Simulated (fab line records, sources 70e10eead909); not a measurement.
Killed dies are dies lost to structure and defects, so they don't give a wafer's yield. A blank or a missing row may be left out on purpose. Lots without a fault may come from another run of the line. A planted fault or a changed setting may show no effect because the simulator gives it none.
fab line records | flow nand_harc
record lots=14 wafers=41 last_day=33
route steps=1302 shown A_CHANNEL_FILL_D1@517 A_DECK1_JOINT@542 A_ONON_D2@550 END@1302
lots that met no fault: from a run of the same line without faults
start_h: hours from the record's first day to the start of the lot's first wafer shown | wait_h: hours since the lot's step before | " the same as in the row above | L1.1+2: a row that stands for several wafers | - no value, or no start given | * or withheld: withheld | < > ~ a bound
route shown NAME@n: a module of which the file shows steps, and the number in the route of the first | usual: mean/standard deviation of fault-free wafers | same: alike in all rows | chamber/n: place in a boat | sites: the reading at each site | _std_site: their standard deviation | _edge_site: outer sites' mean less inner sites' | radius_mm: how far each site lies from the wafer's centre | mask NAME#n: copy n | behind: the tool/chamber that last shaped the wafer | hold: why the lot was held/for how many hours/how that ended | device: the transistor (n, p or np) that didn't switch | end of line: the same wafers' tests at the end of the route | a step without rows: its recipe alone | killed: dies lost to structure and defects at the first sort, not the wafer's yield | map: a wafer's dies, x killed, . not, _ none there
set.NAME: the setting as run; set.NAME@STEP: as run at that earlier step | model.NAME: the simulator's own value behind a step, which no gauge read
steps of the route over a sample of lots; a table a step, a row a wafer
services: from which hour (start_h, from the record's first day; less than 0 if before it) a tool's chamber was out of use, for how many hours, and why
## steps
# step NHARC_A_CHANNEL_FILL_D1_INSPECT_13
# usual raw_defect_count=342/130
# columns lot.wafer tool chamber start_h wait_h raw_defect_count
L714.3 defect_inspect-02 - 237.18 0.0 163
L714.4 " - " " 334
L714.5 " - " " 352
L713.3 defect_inspect-02 - 252.18 0.0 476
L713.4 " - " " 274
L713.6 " - " " 368
L717.1 defect_inspect-01 - 279.00 0.0 374
L717.5 " - " " 464
L717.6 " - " " 237
L722.3 defect_inspect-01 - 334.53 0.0 233
L722.6 " - " " 306
L724.1 defect_inspect-01 - 354.38 0.0 255
L724.3 " - " " 226
L724.5 " - " " 286
L726.1 defect_inspect-02 - 354.38 0.0 414
L726.2 " - " " 479
L726.5 " - " " 323
L725.3 defect_inspect-01 - 354.41 0.1 226
L725.5 " - " " 383
L725.6 " - " " 357
L727.3 defect_inspect-02 - 382.39 0.0 372
L727.4 " - " " 307
L727.6 " - " " 583
L729.3 defect_inspect-01 - 402.53 0.0 282
L729.4 " - " " 210
L729.5 " - " " 175
L732.1 defect_inspect-02 - 433.69 0.0 546
L732.2 " - " " 622
L732.6 " - " " 504
L733.2 defect_inspect-01 - 440.64 0.0 412
L733.3 " - " " 399
L733.6 " - " " 551
L734.2 defect_inspect-01 - 448.19 0.0 408
L734.3 " - " " 344
L734.4 " - " " 325
L735.1 defect_inspect-02 - 455.05 0.0 248
L735.2 " - " " 292
L735.3 " - " " 229
L736.1 defect_inspect-02 - 474.76 0.0 711
L736.5 " - " " 743
L736.6 " - " " 554
# step NHARC_A_DECK1_JOINT_DEP_16
# recipe target_thk_a=450 temp_c=400 pressure_torr=6.5 rf_w=900 teos_flow_sccm=161.4 flow_sccm=2650 target_thk_nm=45 gas=O2 material=SiO2
# usual heater_power_outer_w=315/95 heater_power_w=583/120 throttle_valve_pct=15.6/0.34
# columns lot.wafer tool chamber start_h wait_h heater_power_outer_w heater_power_w throttle_valve_pct
L714.3 pecvd-01 0 269.79 0.1 305 478 15.6
L714.4 " 1 " " 301 607 15.8
L714.5 " 2 " " 203 474 15.5
L713.3 pecvd-04 0 289.14 0.1 452 812 15.6
L713.4 " 2 " " 347 612 15.2
L713.6 " 1 " " 306 581 16.0
L717.1 pecvd-04 0 314.40 0.1 492 838 15.4
L717.5 " 1 " " 334 580 16.0
L717.6 " 0 " " 488 821 15.5
L722.3 pecvd-01 2 372.33 0.1 137 397 15.4
L722.6 " 0 " " 405 616 15.7
L724.3 pecvd-01 2 391.48 0.1 143 402 15.8
L724.1 " 0 " " 418 601 15.7
L724.5 " 0 " " 416 633 16.0
L726.1 pecvd-04 0 391.51 0.1 392 721 15.5
L726.2 " 1 " " 288 546 16.2
L726.5 " 2 " " 366 640 15.5
L725.3 pecvd-02 2 391.53 0.1 259 515 15.7
L725.5 " 0 " " 269 448 16.0
L725.6 " 1 " " 413 817 15.4
L727.3 pecvd-04 0 419.81 0.1 471 821 15.3
L727.6 " 1 " " 305 592 15.8
L727.4 " 2 " " 374 658 15.5
L729.3 pecvd-02 2 448.87 0.1 225 453 15.1
L729.5 " 2 " " 224 477 15.0
L729.4 " 1 " " 338 672 15.7
L732.2 pecvd-01 0 466.98 0.1 384 588 16.1
L732.1 " 2 " " 161 434 15.6
L732.6 " 1 " " 387 694 15.3
L733.2 pecvd-02 2 474.91 0.1 209 467 14.9
L733.3 " 0 " " 266 476 15.8
L733.6 " 0 " " 263 458 16.1
L734.2 pecvd-01 2 480.42 0.1 170 435 16.0
L734.3 " 0 " " 408 607 16.2
L734.4 " 1 " " 296 569 15.5
L735.2 pecvd-04 0 496.47 0.1 496 803 15.2
L735.3 " 1 " " 338 618 15.7
L735.1 " 2 " " 327 612 14.7
L736.1 pecvd-02 2 508.97 0.1 153 375 14.7
L736.5 " 2 " " 165 415 14.9
L736.6 " 2 " " 167 406 15.1
# step NHARC_A_DECK1_JOINT_THK_MEAS_17
# recipe thk_meas_gauge=ellipsometry
# usual thk_nm=45.2/1.2
# columns lot.wafer tool chamber start_h wait_h thk_nm
L714.3 film_metro-01 - 270.07 0.3 44.0
L714.4 " - " " 45.0
L714.5 " - " " 47.1
L713.3 film_metro-02 - 289.39 0.2 44.2
L713.4 " - " " 45.6
L713.6 " - " " 45.9
L717.1 film_metro-02 - 314.63 0.2 45.3
L717.5 " - " " 45.9
L717.6 " - " " 46.1
L722.3 film_metro-02 - 372.62 0.3 28.7
L722.6 " - " " 46.2
L725.3 film_metro-01 - 391.75 0.2 44.0
L725.5 " - " " 45.8
L725.6 " - " " 46.1
L726.1 film_metro-02 - 391.76 0.2 44.0
L726.2 " - " " 45.4
L726.5 " - " " 45.6
L724.1 film_metro-01 - 391.76 0.2 42.7
L724.3 " - " " 26.7
L724.5 " - " " 44.2
L727.3 film_metro-02 - 420.03 0.2 46.2
L727.4 " - " " 46.2
L727.6 " - " " 44.8
L729.3 film_metro-02 - 449.15 0.3 43.9
L729.4 " - " " 46.2
L729.5 " - " " 45.8
L732.1 film_metro-02 - 467.25 0.2 47.0
L732.2 " - " " 44.1
L732.6 " - " " 46.9
L733.2 film_metro-01 - 475.16 0.2 47.1
L733.3 " - " " 44.0
L733.6 " - " " 42.8
L734.2 film_metro-02 - 480.70 0.3 45.9
L734.3 " - " " 44.2
L734.4 " - " " 47.7
L735.1 film_metro-02 - 496.75 0.2 46.3
L735.2 " - " " 44.9
L735.3 " - " " 43.0
L736.1 film_metro-02 - 509.59 0.5 43.3
L736.5 " - " " 45.9
L736.6 " - " " 44.6
# step NHARC_A_ONON_D2_THK_MEAS_08
# recipe thk_meas_gauge=ellipsometry
# usual thk_nm=999/7.7
# columns lot.wafer tool chamber start_h wait_h thk_nm
L714.3 film_metro-01 - 271.83 - 1001
L714.4 " - " " 1002
L714.5 " - " " 1000
L713.3 film_metro-02 - 291.14 - 1005
L713.4 " - " " 1005
L713.6 " - " " 1008
L717.1 film_metro-02 - 316.37 - 991
L717.5 " - " " 990
L717.6 " - " " 989
L722.3 film_metro-01 - 374.36 - 992
L722.6 " - " " 993
L725.3 film_metro-01 - 393.50 - 995
L725.5 " - " " 995
L725.6 " - " " 994
L726.1 film_metro-02 - 393.52 - 995
L726.2 " - " " 996
L726.5 " - " " 997
L724.1 film_metro-01 - 393.64 - 1003
L724.3 " - " " 1003
L724.5 " - " " 1002
L727.3 film_metro-02 - 421.78 - 987
L727.4 " - " " 986
L727.6 " - " " 987
L729.3 film_metro-02 - 451.18 - 1005
L729.4 " - " " 1004
L729.5 " - " " 1005
L732.1 film_metro-02 - 468.99 - 985
L732.2 " - " " 987
L732.6 " - " " 987
L733.2 film_metro-02 - 476.90 - 1008
L733.3 " - " " 1008
L733.6 " - " " 1009
L734.2 film_metro-02 - 482.44 - 1004
L734.3 " - " " 1005
L734.4 " - " " 1003
L735.1 film_metro-01 - 498.49 - 995
L735.2 " - " " 996
L735.3 " - " " 996
L736.1 film_metro-02 - 511.33 - 986
L736.5 " - " " 988
L736.6 " - " " 989
# step NHARC_A_ONON_D2_THK_MEAS_21
# recipe thk_meas_gauge=ellipsometry
# usual thk_nm=999/10
# columns lot.wafer tool chamber start_h wait_h thk_nm
L714.3 film_metro-02 - 280.90 - 995
L714.4 " - " " 996
L714.5 " - " " 994
L713.3 film_metro-02 - 300.87 - 1001
L713.4 " - " " 999
L713.6 " - " " 1000
L717.1 film_metro-02 - 328.74 - 977
L717.5 " - " " 978
L717.6 " - " " 978
L722.3 film_metro-01 - 383.37 - 1008
L722.6 " - " " 1008
L724.1 film_metro-02 - 403.22 - 998
L724.3 " - " " 999
L724.5 " - " " 998
L725.3 film_metro-01 - 403.22 - 986
L725.5 " - " " 985
L725.6 " - " " 986
L726.1 film_metro-02 - 403.50 - 1004
L726.2 " - " " 1004
L726.5 " - " " 1004
L727.3 film_metro-02 - 430.88 - 998
L727.4 " - " " 998
L727.6 " - " " 998
L729.3 film_metro-02 - 460.95 - 992
L729.4 " - " " 992
L729.5 " - " " 992
L732.1 film_metro-02 - 478.46 - 1002
L732.2 " - " " 1002
L732.6 " - " " 1001
L733.2 film_metro-02 - 487.34 - 1006
L733.3 " - " " 1004
L733.6 " - " " 1005
L734.2 film_metro-02 - 495.08 - 1030
L734.3 " - " " 1030
L734.4 " - " " 1029
L735.1 film_metro-01 - 507.55 - 1006
L735.2 " - " " 1004
L735.3 " - " " 1005
L736.1 film_metro-02 - 520.14 - 995
L736.5 " - " " 993
L736.6 " - " " 997
# step NHARC_END_SORT_01
# recipe temp_c=25
# usual killed_at_array=53/18 killed_at_other=0.9/1.3 killed_at_periphery=4/3.1 killed_dies=58/18 killed_open=3.4/2 killed_short=2.5/1.8
# same gross_dies=677
# columns lot.wafer tool chamber start_h wait_h killed_at_array killed_at_other killed_at_periphery killed_dies killed_open killed_short
L714.3 prober-01 0 557.94 3.1 39 0 6 45 4 4
L714.4 prober-01 0 558.74 3.4 58 0 8 66 6 1
L714.5 prober-01 0 559.54 3.7 61 1 6 68 4 8
L713.3 prober-02 0 576.28 3.1 58 3 3 64 6 6
L713.4 prober-02 0 577.09 3.4 65 4 0 69 5 8
L713.6 prober-02 0 578.71 4.0 55 2 4 61 2 4
L717.1 prober-02 0 594.51 2.5 32 1 1 34 3 3
L717.5 prober-02 0 597.74 3.7 48 0 0 48 0 3
L717.6 prober-02 0 598.55 4.0 53 0 7 60 7 2
L725.3 prober-02 0 683.20 3.1 32 0 3 35 2 2
L725.5 prober-02 0 684.81 3.7 32 0 1 33 0 0
L725.6 prober-02 0 685.62 4.0 35 0 3 38 5 2
L726.1 prober-02 0 689.49 2.5 30 0 1 31 5 2
L726.2 prober-02 0 690.29 2.8 49 1 1 51 1 1
L726.5 prober-02 0 692.70 3.7 46 0 1 47 4 0
L724.1 prober-01 0 689.50 2.5 42 0 2 44 2 2
L724.3 prober-01 0 691.11 3.1 60 0 2 62 6 3
L724.5 prober-01 0 692.72 3.7 56 0 3 59 7 2
L727.3 prober-01 0 698.92 3.1 52 0 7 59 5 5
L727.4 prober-01 0 699.72 3.4 34 1 10 45 4 5
L727.6 prober-01 0 701.32 4.0 29 0 10 39 4 2
L729.3 prober-01 0 739.03 3.1 73 1 6 80 5 4
L729.4 prober-01 0 739.82 3.4 58 1 5 64 7 0
L729.5 prober-01 0 740.62 3.7 89 0 0 89 5 6
L732.1 prober-01 0 761.83 2.5 71 0 12 83 4 3
L732.2 prober-01 0 762.65 2.9 66 0 8 74 3 3
L732.6 prober-01 0 765.90 4.1 62 1 6 69 3 2
L734.2 prober-02 0 772.27 2.8 72 4 1 77 4 1
L734.3 prober-02 0 773.06 3.1 64 1 0 65 1 0
L734.4 prober-02 0 773.85 3.4 68 1 1 70 1 0
L733.2 prober-01 0 772.29 2.8 71 0 3 74 4 2
L733.3 prober-01 0 773.11 3.1 57 0 5 62 3 5
L733.6 prober-01 0 775.57 4.1 51 0 9 60 2 3
L735.1 prober-02 0 779.19 2.5 50 0 2 52 1 1
L735.2 prober-02 0 779.99 2.8 63 0 2 65 5 2
L735.3 prober-02 0 780.79 3.1 68 0 3 71 3 1
L736.1 prober-01 0 794.07 2.5 67 1 1 69 2 2
L736.5 prober-01 0 797.30 3.7 56 1 6 63 4 2
L736.6 prober-01 0 798.11 4.0 46 1 4 51 4 2
# killed by level:class
L714.3 A_CHANNEL_HOLE_D2:chamber_film_flake=21 A_STAIRCASE:chamber_film_flake=6 A_WL_FILL:chamber_film_flake=4 P_GATE:chamber_film_flake=3 A_CHANNEL_FILL_D2:geometric_particle:short=2 P_STI:geometric_particle:open=1 A_CHANNEL_FILL_D2:geometric_particle:open=1 A_WL_FILL:geometric_particle:open=1
L714.4 A_CHANNEL_HOLE_D2:chamber_film_flake=35 P_GATE:chamber_film_flake=5 A_STAIRCASE:chamber_film_flake=5 A_CHANNEL_HOLE_D1:chamber_film_flake=4 A_ZERO_WELL:chamber_film_flake=3 A_CONTACT:chamber_film_flake=3 A_CHANNEL_FILL_D1:geometric_particle:open=2 P_STI:chamber_film_flake=2
L714.5 A_CHANNEL_HOLE_D2:chamber_film_flake=36 A_CHANNEL_HOLE_D1:chamber_film_flake=7 P_GATE:chamber_film_flake=4 A_SGD_CUT:geometric_particle:short=3 A_CONTACT:chamber_film_flake=3 A_CHANNEL_FILL_D2:geometric_particle:open=2 A_STAIRCASE:chamber_film_flake=2 P_GATE:geometric_particle:open=1
L713.3 A_CHANNEL_HOLE_D1:chamber_film_flake=18 A_SLIT:chamber_film_flake=15 A_CHANNEL_HOLE_D2:chamber_film_flake=8 A_STAIRCASE:chamber_film_flake=3 THIN_TSV:chamber_film_flake=3 A_ONON_D1:geometric_particle:short=2 A_CHANNEL_HOLE_D1:geometric_particle:open=2 P_GATE:chamber_film_flake=2
L713.4 A_CHANNEL_HOLE_D1:chamber_film_flake=21 A_SLIT:chamber_film_flake=17 A_CHANNEL_HOLE_D2:chamber_film_flake=6 A_CHANNEL_FILL_D2:geometric_particle:short=5 A_STAIRCASE:chamber_film_flake=4 THIN_TSV:chamber_film_flake=4 A_BLC:chamber_film_flake=3 A_DECK1_JOINT:geometric_particle:short=2
L713.6 A_CHANNEL_HOLE_D1:chamber_film_flake=23 A_SLIT:chamber_film_flake=23 A_CHANNEL_HOLE_D2:chamber_film_flake=3 A_ONON_D1:geometric_particle:short=2 THIN_TSV:chamber_film_flake=2 P_CONTACT:geometric_particle:open=1 P_M0:geometric_particle:short=1 A_ONON_D2:geometric_particle:short=1
L717.1 A_SLIT:chamber_film_flake=16 A_CHANNEL_HOLE_D2:chamber_film_flake=6 A_CONTACT:chamber_film_flake=3 A_ONON_D2:geometric_particle:short=2 P_M1:geometric_particle:open=1 A_DECK1_JOINT:geometric_particle:short=1 A_CHANNEL_HOLE_D2:geometric_particle:open=1 A_WL_FILL:geometric_particle:open=1
L717.5 A_SLIT:chamber_film_flake=19 A_CHANNEL_HOLE_D2:chamber_film_flake=11 A_CHANNEL_HOLE_D1:chamber_film_flake=4 A_M1:chamber_film_flake=4 A_CONTACT:chamber_film_flake=3 A_DECK1_JOINT:chamber_film_flake=2 A_CHANNEL_FILL_D2:geometric_particle:short=1 A_STAIRCASE:geometric_particle:short=1
L717.6 A_SLIT:chamber_film_flake=31 A_CHANNEL_HOLE_D2:chamber_film_flake=7 A_M1:chamber_film_flake=5 A_CONTACT:chamber_film_flake=4 A_CHANNEL_HOLE_D1:chamber_film_flake=3 P_STI:geometric_particle:open=2 P_CONTACT:geometric_particle:open=2 P_GATE:geometric_particle:open=1
L725.3 A_CHANNEL_HOLE_D2:chamber_film_flake=18 A_SLIT:chamber_film_flake=4 A_CHANNEL_HOLE_D1:chamber_film_flake=3 A_CONTACT:chamber_film_flake=3 P_M2:geometric_particle:open=1 A_CHANNEL_FILL_D1:geometric_particle:short=1 A_CHANNEL_FILL_D1:geometric_particle:open=1 A_WL_FILL:geometric_particle:short=1
L725.5 A_CHANNEL_HOLE_D2:chamber_film_flake=15 A_CONTACT:chamber_film_flake=7 A_CHANNEL_HOLE_D1:chamber_film_flake=5 A_SLIT:chamber_film_flake=2 P_STI:chamber_film_flake=1 A_CHANNEL_FILL_D2:chamber_film_flake=1 A_WL_FILL:chamber_film_flake=1 A_M1:chamber_film_flake=1
L725.6 A_CHANNEL_HOLE_D2:chamber_film_flake=12 A_CHANNEL_HOLE_D1:chamber_film_flake=9 A_CONTACT:chamber_film_flake=5 A_CHANNEL_HOLE_D2:geometric_particle:open=2 P_M2:geometric_particle:open=1 A_CHANNEL_FILL_D1:geometric_particle:open=1 A_ONON_D2:geometric_particle:open=1 A_CHANNEL_FILL_D2:geometric_particle:short=1
L726.1 A_CHANNEL_HOLE_D1:chamber_film_flake=19 A_STAIRCASE:chamber_film_flake=3 A_WL_FILL:chamber_film_flake=2 P_M1:geometric_particle:open=1 A_ONON_D1:geometric_particle:open=1 A_CHANNEL_FILL_D1:geometric_particle:open=1 A_DECK1_JOINT:geometric_particle:short=1 A_CHANNEL_FILL_D2:geometric_particle:short=1
L724.1 A_CHANNEL_HOLE_D1:chamber_film_flake=27 A_CONTACT:chamber_film_flake=5 A_CHANNEL_FILL_D1:chamber_film_flake=2 A_CHANNEL_HOLE_D2:chamber_film_flake=2 A_DECK1_JOINT:geometric_particle:open=1 A_ONON_D2:geometric_particle:short=1 A_WL_FILL:geometric_particle:short=1 A_M0:geometric_particle:open=1
L726.2 A_CHANNEL_HOLE_D1:chamber_film_flake=44 A_STAIRCASE:chamber_film_flake=2 A_CONTACT:chamber_film_flake=2 P_ZERO_WELL:geometric_particle:open=1 STARTING-WAFER:geometric_particle:short=1 A_WL_FILL:chamber_film_flake=1
L724.3 A_CHANNEL_HOLE_D1:chamber_film_flake=37 A_CONTACT:chamber_film_flake=4 A_ONON_D2:geometric_particle:open=3 A_DECK1_JOINT:chamber_film_flake=3 A_WL_FILL:chamber_film_flake=3 A_ONON_D1:geometric_particle:short=2 A_CHANNEL_FILL_D1:chamber_film_flake=2 A_ONON_D1:geometric_particle:open=1
L726.5 A_CHANNEL_HOLE_D1:chamber_film_flake=38 A_SLIT:chamber_film_flake=2 A_DECK1_JOINT:geometric_particle:open=1 A_ONON_D2:geometric_particle:open=1 A_BLC:geometric_particle:open=1 A_M1:geometric_particle:open=1 P_STI:chamber_film_flake=1 A_CHANNEL_HOLE_D2:chamber_film_flake=1
L724.5 A_CHANNEL_HOLE_D1:chamber_film_flake=32 A_SLIT:chamber_film_flake=5 A_CONTACT:chamber_film_flake=4 A_WL_FILL:chamber_film_flake=3 A_CHANNEL_FILL_D2:chamber_film_flake=3 A_CHANNEL_FILL_D2:geometric_particle:open=2 P_M0:geometric_particle:open=1 P_M2:geometric_particle:short=1
L727.3 A_CHANNEL_HOLE_D1:chamber_film_flake=32 P_CONTACT:chamber_film_flake=5 A_STAIRCASE:chamber_film_flake=3 A_SLIT:chamber_film_flake=3 A_ONON_D1:geometric_particle:open=2 A_DECK1_JOINT:geometric_particle:short=2 A_ZERO_WELL:chamber_film_flake=2 P_CONTACT:geometric_particle:open=1
L727.4 A_CHANNEL_HOLE_D1:chamber_film_flake=20 P_CONTACT:chamber_film_flake=7 P_M2:chamber_film_flake=3 A_ONON_D1:geometric_particle:short=2 A_STAIRCASE:chamber_film_flake=2 A_SLIT:chamber_film_flake=2 A_WL_FILL:chamber_film_flake=2 A_ONON_D1:geometric_particle:open=1
L727.6 A_CHANNEL_HOLE_D1:chamber_film_flake=19 P_CONTACT:chamber_film_flake=5 A_CHANNEL_FILL_D1:chamber_film_flake=2 A_CHANNEL_FILL_D2:geometric_particle:open=2 P_STI:chamber_film_flake=2 A_STAIRCASE:chamber_film_flake=2 P_GATE:geometric_particle:open=1 P_CONTACT:geometric_particle:open=1
L729.3 A_CHANNEL_HOLE_D1:chamber_film_flake=34 A_CHANNEL_HOLE_D2:chamber_film_flake=19 A_SLIT:chamber_film_flake=4 A_CONTACT:chamber_film_flake=4 A_STAIRCASE:chamber_film_flake=3 P_GATE:chamber_film_flake=2 P_CONTACT:chamber_film_flake=2 P_M0:geometric_particle:open=1
L729.4 A_CHANNEL_HOLE_D1:chamber_film_flake=21 A_CHANNEL_HOLE_D2:chamber_film_flake=19 A_STAIRCASE:chamber_film_flake=6 A_SLIT:chamber_film_flake=4 P_M0:geometric_particle:open=2 A_WL_FILL:geometric_particle:open=2 A_WL_FILL:chamber_film_flake=2 A_CHANNEL_HOLE_D1:geometric_particle:open=1
L729.5 A_CHANNEL_HOLE_D1:chamber_film_flake=36 A_CHANNEL_HOLE_D2:chamber_film_flake=25 A_CONTACT:chamber_film_flake=5 A_STAIRCASE:chamber_film_flake=4 A_SLIT:chamber_film_flake=4 A_DECK1_JOINT:geometric_particle:short=2 A_M0:geometric_particle:open=2 A_M0:geometric_particle:short=2
L732.1 A_SLIT:chamber_film_flake=34 A_CHANNEL_HOLE_D1:chamber_film_flake=21 A_STAIRCASE:chamber_film_flake=7 P_ZERO_WELL:chamber_film_flake=3 P_M1:chamber_film_flake=3 A_CONTACT:chamber_film_flake=3 A_M0:geometric_particle:open=2 P_GATE:chamber_film_flake=2
L732.2 A_CHANNEL_HOLE_D1:chamber_film_flake=33 A_SLIT:chamber_film_flake=22 P_GATE:geometric_particle:open=2 A_ONON_D2:geometric_particle:short=2 P_ZERO_WELL:chamber_film_flake=2 P_GATE:chamber_film_flake=2 A_CHANNEL_FILL_D1:chamber_film_flake=2 A_STAIRCASE:chamber_film_flake=2
L732.6 A_SLIT:chamber_film_flake=31 A_CHANNEL_HOLE_D1:chamber_film_flake=17 P_GATE:chamber_film_flake=3 A_CHANNEL_HOLE_D2:chamber_film_flake=3 A_STAIRCASE:chamber_film_flake=3 A_DECK1_JOINT:chamber_film_flake=2 P_M0:geometric_particle:open=1 A_CHANNEL_FILL_D1:geometric_particle:open=1
L734.2 A_CHANNEL_HOLE_D2:chamber_film_flake=22 A_SLIT:chamber_film_flake=21 A_CHANNEL_HOLE_D1:chamber_film_flake=13 A_STAIRCASE:chamber_film_flake=7 A_CONTACT:chamber_film_flake=4 THIN_TSV:chamber_film_flake=3 A_ONON_D1:geometric_particle:open=1 A_CHANNEL_HOLE_D2:geometric_particle:short=1
L733.2 A_CHANNEL_HOLE_D2:chamber_film_flake=29 A_CHANNEL_HOLE_D1:chamber_film_flake=14 A_SLIT:chamber_film_flake=10 A_CONTACT:chamber_film_flake=6 A_STAIRCASE:chamber_film_flake=3 P_ZERO_WELL:chamber_film_flake=2 A_DECK1_JOINT:chamber_film_flake=2 A_DECK1_JOINT:geometric_particle:open=1
L734.3 A_SLIT:chamber_film_flake=22 A_CHANNEL_HOLE_D2:chamber_film_flake=20 A_CHANNEL_HOLE_D1:chamber_film_flake=9 A_STAIRCASE:chamber_film_flake=7 A_CONTACT:chamber_film_flake=3 A_WL_FILL:chamber_film_flake=2 A_SGD_CUT:geometric_particle:open=1 HYBRID_BOND:latent=1
L733.3 A_CHANNEL_HOLE_D2:chamber_film_flake=28 A_CHANNEL_HOLE_D1:chamber_film_flake=13 A_CONTACT:chamber_film_flake=4 A_SLIT:chamber_film_flake=3 A_WL_FILL:geometric_particle:short=2 P_GATE:chamber_film_flake=2 A_DECK1_JOINT:chamber_film_flake=2 P_CONTACT:geometric_particle:open=1
L734.4 A_SLIT:chamber_film_flake=24 A_CHANNEL_HOLE_D2:chamber_film_flake=24 A_CHANNEL_HOLE_D1:chamber_film_flake=9 A_STAIRCASE:chamber_film_flake=8 A_CONTACT:chamber_film_flake=3 P_CONTACT:geometric_particle:open=1 THIN_TSV:chamber_film_flake=1
L733.6 A_CHANNEL_HOLE_D1:chamber_film_flake=14 A_CHANNEL_HOLE_D2:chamber_film_flake=14 A_SLIT:chamber_film_flake=9 P_GATE:chamber_film_flake=6 A_CONTACT:chamber_film_flake=6 A_CHANNEL_FILL_D2:chamber_film_flake=3 P_STI:geometric_particle:open=1 P_CONTACT:geometric_particle:short=1
L735.1 A_CHANNEL_HOLE_D2:chamber_film_flake=23 A_SLIT:chamber_film_flake=19 A_STAIRCASE:chamber_film_flake=3 A_CONTACT:chamber_film_flake=2 P_GATE:geometric_particle:short=1 A_CHANNEL_FILL_D2:geometric_particle:open=1 P_ZERO_WELL:chamber_film_flake=1 A_CHANNEL_HOLE_D1:unspecified=1
L735.2 A_CHANNEL_HOLE_D2:chamber_film_flake=27 A_SLIT:chamber_film_flake=23 A_CONTACT:chamber_film_flake=3 A_CHANNEL_FILL_D1:geometric_particle:short=1 A_ONON_D2:geometric_particle:open=1 A_CHANNEL_FILL_D2:geometric_particle:open=1 A_WL_FILL:geometric_particle:open=1 A_WL_FILL:geometric_particle:short=1
L735.3 A_SLIT:chamber_film_flake=31 A_CHANNEL_HOLE_D2:chamber_film_flake=19 A_CHANNEL_HOLE_D1:unspecified=6 A_ZERO_WELL:chamber_film_flake=3 A_CONTACT:chamber_film_flake=3 A_CHANNEL_FILL_D2:geometric_particle:open=2 P_ZERO_WELL:chamber_film_flake=2 P_M2:geometric_particle:short=1
L736.1 A_CHANNEL_HOLE_D2:chamber_film_flake=30 A_SLIT:chamber_film_flake=17 A_CHANNEL_HOLE_D1:chamber_film_flake=8 A_CONTACT:chamber_film_flake=8 A_ONON_D1:geometric_particle:open=2 A_SOURCE_PLATE:geometric_particle:short=1 A_CHANNEL_FILL_D2:geometric_particle:short=1 P_M1:chamber_film_flake=1
L736.5 A_SLIT:chamber_film_flake=20 A_CHANNEL_HOLE_D2:chamber_film_flake=16 A_CONTACT:chamber_film_flake=9 A_CHANNEL_HOLE_D1:chamber_film_flake=6 P_M1:chamber_film_flake=3 P_CONTACT:geometric_particle:open=2 P_GATE:geometric_particle:open=1 A_SOURCE_PLATE:geometric_particle:open=1
L736.6 A_SLIT:chamber_film_flake=17 A_CHANNEL_HOLE_D2:chamber_film_flake=10 A_CONTACT:chamber_film_flake=7 A_CHANNEL_HOLE_D1:chamber_film_flake=3 A_CHANNEL_FILL_D1:geometric_particle:open=2 P_M1:chamber_film_flake=2 A_WL_FILL:chamber_film_flake=2 P_M0:geometric_particle:open=1
## services
# columns tool chamber start_h hours kind
pecvd-04 - 269.40 13.0 pm
pecvd-04 0 269.40 13.0 vent_cycle
pecvd-04 1 269.40 13.0 vent_cycle
pecvd-04 2 269.40 13.0 vent_cycle
pecvd-04 0 282.40 - clean
pecvd-04 1 282.40 - clean
pecvd-04 2 282.40 - clean
pecvd-01 - 311.15 13.0 pm
pecvd-01 0 311.15 13.0 vent_cycle
pecvd-01 - 329.37 1.4 repair
pecvd-04 1 351.39 2.8 repair
pecvd-01 0 379.19 1.7 repair
pecvd-02 - 408.31 13.0 pm
pecvd-04 1 413.22 5.2 repair
pecvd-04 - 450.40 13.0 pm
pecvd-04 0 450.40 13.0 vent_cycle
pecvd-04 1 450.40 13.0 vent_cycle
pecvd-04 2 450.40 13.0 vent_cycle
pecvd-04 0 463.40 - clean
pecvd-04 1 463.40 - clean
pecvd-04 2 463.40 - clean
pecvd-02 0 491.84 22.6 repair
pecvd-01 - 492.15 13.0 pm
pecvd-02 1 501.37 16.9 repair
## key
first_sign step=NHARC_A_DECK1_JOINT_THK_MEAS_17 reading=thk_nm direction=down sigmas=15 usual=45.2 struck=27.7
effect none on later readings
met_at NHARC_A_DECK1_JOINT_DEP_16
struck_lots L722,L724
struck_wafers L722.3,L724.3
sort_left_out L722.3
tester_left_out L722,L724
not_acting_at NHARC_A_CHANNEL_FILL_D1_INSPECT_13,NHARC_A_ONON_D2_THK_MEAS_08,NHARC_A_ONON_D2_THK_MEAS_21
onset_between 269.79 372.33
fault kind=process_parameter_drift tool=pecvd-01 chamber=- onset_h=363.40 steps=NHARC_A_DECK1_JOINT_DEP_16 channel=target_thk_nm offset=-17.139 shape=step end_h=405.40 scope=struck_wafers_only acts_in=these_recipes_only stated=45
# tester_left_out: of these lots the tester's yield and bins aren't shown, on N5 and GAA mostly nor the transistor test; their killed dies are dies lost to structure and defects alone, not to doping, threshold or leakage, so they don't give the yield
# sort_left_out: the simulated sort isn't trusted on such a fault, so these wafers' sort isn't shown, and their yield isn't known
